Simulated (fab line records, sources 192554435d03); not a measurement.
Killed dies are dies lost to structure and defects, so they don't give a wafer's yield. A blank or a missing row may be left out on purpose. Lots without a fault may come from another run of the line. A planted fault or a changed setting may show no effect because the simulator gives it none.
Which tool did it? | flow n5_finfet | 10 lots, 27 wafers sampled, at 4 steps of a route of 1938

WHAT THE GAUGES READ, wafer by wafer
N5_BEOL_M4_RC_MEAS_101. Usual: DIBL_N 36.1 mV/V, standard deviation 2.3; DIBL_P 36 mV/V, standard deviation 3.2; EOT_P 10.46, standard deviation 0.1; IGATE_P 0.0039 nA/um, standard deviation 0.00073; IOFF_N 0.16 nA/um, standard deviation 0.045; IOFF_N_85C 3.2 nA/um, standard deviation 0.72; IOFF_N_LIN 0.076 nA/um, standard deviation 0.016; IOFF_N_LONG 5.56e-05 nA/um, standard deviation 2.4e-06; IOFF_P 0.21 nA/um, standard deviation 0.049; IOFF_P_85C 3.7 nA/um, standard deviation 0.7; IOFF_P_LIN 0.101 nA/um, standard deviation 0.016; IOFF_P_LONG 0.000107 nA/um, standard deviation 8.9e-06; ION_N 674 uA/um, standard deviation 14; ION_P 462 uA/um, standard deviation 8.4; SS_N 71.6 mV/dec, standard deviation 0.83; SS_P 73.2 mV/dec, standard deviation 0.87; VT_N 249 mV, standard deviation 3.8; VT_N_LONG 274.7 mV, standard deviation 2; VT_N_LVT 98 mV, standard deviation 3.8; VT_P -250 mV, standard deviation 3.4; VT_P_LONG -275 mV, standard deviation 3; VT_P_LVT -99 mV, standard deviation 3.
lot  | measured     | on        | DIBL_N (mV/V)  | DIBL_P (mV/V) | EOT_P             | IGATE_P (nA/um)      | IOFF_N (nA/um) | IOFF_N_85C (nA/um) | IOFF_N_LIN (nA/um) | IOFF_N_LONG (nA/um)        | IOFF_P (nA/um) | IOFF_P_85C (nA/um) | IOFF_P_LIN (nA/um) | IOFF_P_LONG (nA/um)        | ION_N (uA/um) | ION_P (uA/um) | SS_N (mV/dec)  | SS_P (mV/dec)  | VT_N (mV)   | VT_N_LONG (mV)    | VT_N_LVT (mV) | VT_P (mV)      | VT_P_LONG (mV) | VT_P_LVT (mV)  | flag
L189 | day 10 20:59 | prober-02 | 35.1 39.1 37.9 | 34 39 37      | 10.49 10.35 10.41 | 0.0038 0.0047 0.0043 | 0.13 0.20 0.18 | 2.6 3.8 3.4        | 0.066 0.090 0.083  | 5.46e-05 5.43e-05 5.52e-05 | 0.21 0.28 0.25 | 3.6 4.6 4.3        | 0.101 0.124 0.116  | 0.000115 0.000115 0.000113 | 659 675 673   | 461 466 465   | 70.7 72.3 71.7 | 72.9 73.6 73.7 | 250 248 248 | 273.6 277.5 277.3 | 102 99 98     | -249 -246 -245 | -272 -273 -275 | -98 -96 -97    |
L191 | day 12 02:29 | prober-01 | 36.3 33.2 36.7 | 33 30 35      | 10.62 10.39 10.59 | 0.0031 0.0049 0.0030 | 0.14 0.10 0.14 | 2.9 2.2 2.9        | 0.062 0.053 0.067  | 5.62e-05 5.69e-05 5.67e-05 | 0.18 0.15 0.21 | 3.0 2.7 3.5        | 0.089 0.080 0.101  | 0.000111 0.000112 0.000117 | 650 672 682   | 449 459 470   | 71.9 71.6 72.0 | 72.9 72.3 73.0 | 254 255 253 | 273.2 275.0 274.2 | 102 105 102   | -250 -253 -250 | -275 -273 -273 | -102 -104 -100 |
L192 | day 11 20:04 | prober-01 | 39.1 38.2 36.7 | 42 40 39      | 10.39 10.57 10.47 | 0.0040 0.0041 0.0045 | 0.22 0.20 0.19 | 4.1 3.9 3.6        | 0.093 0.089 0.086  | 5.29e-05 5.41e-05 5.38e-05 | 0.29 0.26 0.26 | 4.8 4.3 4.4        | 0.124 0.114 0.117  | 0.000105 9.8e-05 0.000108  | 686 679 695   | 468 465 481   | 72.3 72.0 71.3 | 74.4 73.7 73.7 | 246 248 244 | 277.2 273.9 275.1 | 95 95 94      | -246 -246 -246 | -275 -276 -275 | -94 -95 -94    |
L193 | day 12 16:52 | prober-02 | 35.8 34.3 34.7 | 36 34 35      | 10.64 10.58 10.39 | 0.0040 0.0036 0.0047 | 0.15 0.13 0.14 | 3.0 2.6 2.8        | 0.075 0.066 0.071  | 5.75e-05 5.79e-05 5.73e-05 | 0.20 0.17 0.19 | 3.5 3.1 3.3        | 0.098 0.090 0.095  | 0.000104 0.000113 0.000113 | 674 669 677   | 458 461 460   | 71.7 71.1 70.5 | 72.9 72.6 72.1 | 249 249 249 | 275.4 274.8 271.9 | 98 99 98      | -251 -252 -251 | -273 -272 -274 | -100 -101 -101 |
L195 | day 12 13:42 | prober-02 | 35.9 31.9 35.3 | 36 31 34      | 10.46 10.49 10.44 | 0.0040 0.0038 0.0037 | 0.16 0.10 0.16 | 3.2 2.2 3.2        | 0.076 0.054 0.075  | 5.72e-05 5.76e-05 5.81e-05 | 0.18 0.13 0.17 | 3.3 2.5 3.2        | 0.087 0.072 0.085  | 9.5e-05 0.000103 9.8e-05   | 671 663 670   | 449 451 453   | 71.5 69.7 70.8 | 74.0 72.0 72.7 | 248 252 246 | 275.5 272.9 270.9 | 98 102 98     | -250 -256 -255 | -278 -279 -278 | -103 -105 -102 |
L197 | day 12 22:52 | prober-02 | 34.9 36.0 34.8 | 34 36 33      | 10.49 10.51 10.42 | 0.0044 0.0040 0.0036 | 0.12 0.14 0.12 | 2.5 2.9 2.4        | 0.058 0.067 0.055  | 5.4e-05 5.48e-05 5.39e-05  | 0.15 0.19 0.15 | 2.7 3.3 2.7        | 0.075 0.089 0.075  | 9.8e-05 9.1e-05 9.4e-05    | 652 668 645   | 444 456 439   | 70.7 71.9 70.9 | 71.9 73.5 72.9 | 253 251 254 | 273.5 274.7 275.4 | 101 99 102    | -255 -255 -257 | -281 -280 -277 | -104 -101 -103 |
L201 | day 13 09:17 | prober-02 | 34.9 34.1      | 35 34         | 10.29 10.87       | 0.0052 0.0006        | 0.13 0.00      | 2.6 0.0            | 0.063 0.000        | 5.28e-05 2.53e-05          | 0.20 2.20      | 3.5 26.0           | 0.096 1.101        | 0.000112 0.000496          | 682 297       | 472 541       | 71.0 70.2      | 73.2 72.2      | 253 426     | 275.0 446.2       | 100 273       | -250 -182      | -277 -225      | -98 -30        | OFF
L203 | day 15 11:49 | prober-02 | 36.9 38.6      | 34 38         | 10.47 10.73       | 0.0035 0.0007        | 0.16 0.00      | 3.3 0.0            | 0.078 0.000        | 5.91e-05 2.84e-05          | 0.20 3.72      | 3.5 40.6           | 0.102 1.753        | 0.000105 0.000583          | 689 313       | 470 575       | 70.9 71.8      | 72.9 74.4      | 249 415     | 274.9 448.1       | 93 268        | -247 -170      | -273 -219      | -98 -21        | OFF
L205 | day 14 17:26 | prober-01 | 38.8 37.1      | 39 37         | 10.72 10.78       | 0.0023 0.0008        | 0.21 0.00      | 3.9 0.0            | 0.088 0.000        | 5.36e-05 2.77e-05          | 0.25 3.18      | 4.2 34.8           | 0.111 1.491        | 0.000109 0.00054           | 685 302       | 463 565       | 72.1 71.5      | 74.5 73.7      | 247 420     | 276.9 447.7       | 95 272        | -249 -173      | -277 -223      | -97 -24        | OFF
L210 | day 17 04:50 | prober-02 | 40.9 40.3 39.2 | 44 43 41      | 10.47 10.71 10.51 | 0.0036 0.0027 0.0035 | 0.28 0.30 0.26 | 5.0 5.2 4.6        | 0.115 0.118 0.101  | 5.57e-05 5.77e-05 5.78e-05 | 0.38 0.36 0.31 | 5.9 5.7 4.9        | 0.152 0.148 0.131  | 0.000114 0.000119 0.000114 | 686 695 685   | 469 472 464   | 73.0 72.4 72.8 | 75.4 74.8 75.0 | 241 239 243 | 275.2 274.1 275.6 | 92 92 94      | -241 -240 -243 | -274 -274 -274 | -93 -92 -94    |

WHICH TOOL RAN EACH LOT (tool, then ch and the chambers of the sampled wafers, then the start)
lot  | N5_HKMG_FIN_CVD_62                    | N5_BEOL_M4_SPUTTER_81        | N5_BEOL_M4_ANNEAL_87
L189 | thermal_cvd_si-02 ch 1,2, day 3 23:38 | pvd_sputter-01, day 10 18:19 | pvd_sputter-01, day 10 18:37
L191 | thermal_cvd_si-02 ch 0,1, day 4 12:33 | pvd_sputter-03, day 11 23:55 | pvd_sputter-03, day 12 00:13
L192 | thermal_cvd_si-01 ch 0,1, day 4 17:38 | pvd_sputter-03, day 11 17:30 | pvd_sputter-03, day 11 17:48
L193 | thermal_cvd_si-02 ch 0,2, day 5 02:25 | pvd_sputter-02, day 12 14:17 | pvd_sputter-02, day 12 14:35
L195 | thermal_cvd_si-02 ch 1, day 5 14:21   | pvd_sputter-03, day 12 11:06 | pvd_sputter-03, day 12 11:24
L197 | thermal_cvd_si-02 ch 0,2, day 5 23:04 | pvd_sputter-01, day 12 20:08 | pvd_sputter-01, day 12 20:26
L201 | thermal_cvd_si-02 ch 2, day 7 01:41   | pvd_sputter-02, day 13 06:35 | pvd_sputter-02, day 13 06:55
L203 | thermal_cvd_si-02 ch 1,2, day 7 11:20 | pvd_sputter-02, day 15 07:37 | pvd_sputter-02, day 15 09:28
L205 | thermal_cvd_si-02 ch 1,2, day 8 02:18 | pvd_sputter-01, day 14 15:01 | pvd_sputter-01, day 14 15:19
L210 | thermal_cvd_si-01 ch 0,1, day 9 09:26 | pvd_sputter-01, day 17 02:24 | pvd_sputter-01, day 17 02:42
- N5_HKMG_FIN_CVD_62: deposits a-Si from Si2H6, target thk 3 nm, time 20.8 s.
- N5_BEOL_M4_SPUTTER_81: material Cu, target thk 4.5 nm, time 8.29 s.
- N5_BEOL_M4_ANNEAL_87: time 240 s.

WHAT THE TOOLS THEMSELVES READ (means of the sampled wafers that have a number; where no wafer has one, the mark that the record gives instead)
N5_HKMG_FIN_CVD_62. Usual: heater_power_w 1270 W, standard deviation 74.
lot  | tool              | heater_power_w (W) | flag
L189 | thermal_cvd_si-02 | 1267               |
L191 | thermal_cvd_si-02 | 1231               |
L192 | thermal_cvd_si-01 | 1247               |
L193 | thermal_cvd_si-02 | 1261               |
L195 | thermal_cvd_si-02 | 1282               |
L197 | thermal_cvd_si-02 | 1208               |
L201 | thermal_cvd_si-02 | 1284               |
L203 | thermal_cvd_si-02 | 1264               |
L205 | thermal_cvd_si-02 | 1270               |
L210 | thermal_cvd_si-01 | 1348               |

N5_BEOL_M4_SPUTTER_81. Usual: throttle_valve_pct 29.9 %, standard deviation 0.73.
lot  | tool           | throttle_valve_pct (%) | flag
L189 | pvd_sputter-01 | 30.1                   |
L191 | pvd_sputter-03 | 30.6                   |
L192 | pvd_sputter-03 | 29.5                   |
L193 | pvd_sputter-02 | 30.1                   |
L195 | pvd_sputter-03 | 30.7                   |
L197 | pvd_sputter-01 | 30.1                   |
L201 | pvd_sputter-02 | 29.5                   |
L203 | pvd_sputter-02 | 29.4                   |
L205 | pvd_sputter-01 | 30.3                   |
L210 | pvd_sputter-01 | 30.0                   |

N5_BEOL_M4_ANNEAL_87. Usual: heater_power_w 778 W, standard deviation 68.
lot  | tool           | heater_power_w (W) | flag
L189 | pvd_sputter-01 | 811                |
L191 | pvd_sputter-03 | 788                |
L192 | pvd_sputter-03 | 751                |
L193 | pvd_sputter-02 | 777                |
L195 | pvd_sputter-03 | 776                |
L197 | pvd_sputter-01 | 810                |
L201 | pvd_sputter-02 | 750                |
L203 | pvd_sputter-02 | 707                |
L205 | pvd_sputter-01 | 793                |
L210 | pvd_sputter-01 | 817                |

THE ANSWER, worked out from the rows above alone
Rule: a lot is off if the mean of its wafers that have a number lies more than 3 standard deviations from the usual mean. A lot without any number at a reading at which 4 lots or more have one is off too. The other lots that the step has rows for count as sound. The gauges are gone through in route order, then the tools' own readings, and for those a lot's mean is taken as printed above. The first step at which some lot is off is used, and at that step the reading that is off furthest; a lot without a number counts as furthest.
Off: L201, L203, L205, at N5_BEOL_M4_RC_MEAS_101 (IOFF_P_LIN).
A tool fits if, at a process step before that reading, it ran every lot that is off, and no sound lot after the first of them. The gauges at N5_BEOL_M4_RC_MEAS_101 are tried like those tools. One fits: thermal_cvd_si-02 at N5_HKMG_FIN_CVD_62. Its last sound lot is L197 (day 5 23:04), its first lot that is off L201 (day 7 01:41): a fault that began between those two fits.

WHAT THE SIMULATOR HAD PUT IN
Process parameter drift: thermal_cvd_si-02, from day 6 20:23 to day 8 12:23, at N5_HKMG_FIN_CVD_62. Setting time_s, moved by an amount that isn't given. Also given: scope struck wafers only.
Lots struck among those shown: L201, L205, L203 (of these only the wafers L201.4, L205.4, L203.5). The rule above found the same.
